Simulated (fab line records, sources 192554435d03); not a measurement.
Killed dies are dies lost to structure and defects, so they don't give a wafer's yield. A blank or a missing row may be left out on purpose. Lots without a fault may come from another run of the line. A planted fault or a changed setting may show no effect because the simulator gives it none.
Chamber matching | flow n5_finfet | N5_GATE_CUT_STRIP_59 on rie_diel-04: 4 sister chambers
The step strips in N2/H2, time 20 s. 4 wafers are shown with their chamber, then 9 later ones without.

WAFERS WITH THEIR CHAMBER
wafer  | chamber | drypump_motor_current_A (A)
L078.5 | 1       | 5.4
L091.3 | 2       | 6.4
L091.4 | 3       | 5.7
L091.6 | 0       | 5.9

WAFERS WITHOUT THEIR CHAMBER
wafer  | drypump_motor_current_A (A)
L090.1 | 6.4
L090.3 | 5.7
L090.5 | 5.4
L093.3 | 6.4
L093.4 | 5.7
L093.6 | 5.7
L096.1 | 5.7
L096.5 | 6.4
L096.6 | 5.3

WHICH CHAMBER EACH WENT THROUGH
wafer  | from the rows above | in truth
L090.1 | 2                   | 2
L090.3 | 3                   | 3
L090.5 | 1                   | 1
L093.3 | 2                   | 2
L093.4 | 3                   | 3
L093.6 | 3                   | 3
L096.1 | 3                   | 3
L096.5 | 2                   | 2
L096.6 | 1                   | 1
Placed correctly: 9 of 9. Can't be placed from these rows: 0. Placed wrongly: 0.
How it was worked out, from the rows above alone: a wafer's distance from a chamber is the root of the sum, over the readings, of the square of ((its reading less the chamber's mean) divided by the reading's scatter). The wafer belongs to the nearest chamber; if the next one is less than 2 further off, it can't be placed. A chamber's mean is the mean of its shown wafers. The scatter: with one shown wafer a chamber, the root of the mean of the squares of how far each hidden wafer lies from its nearest shown one.
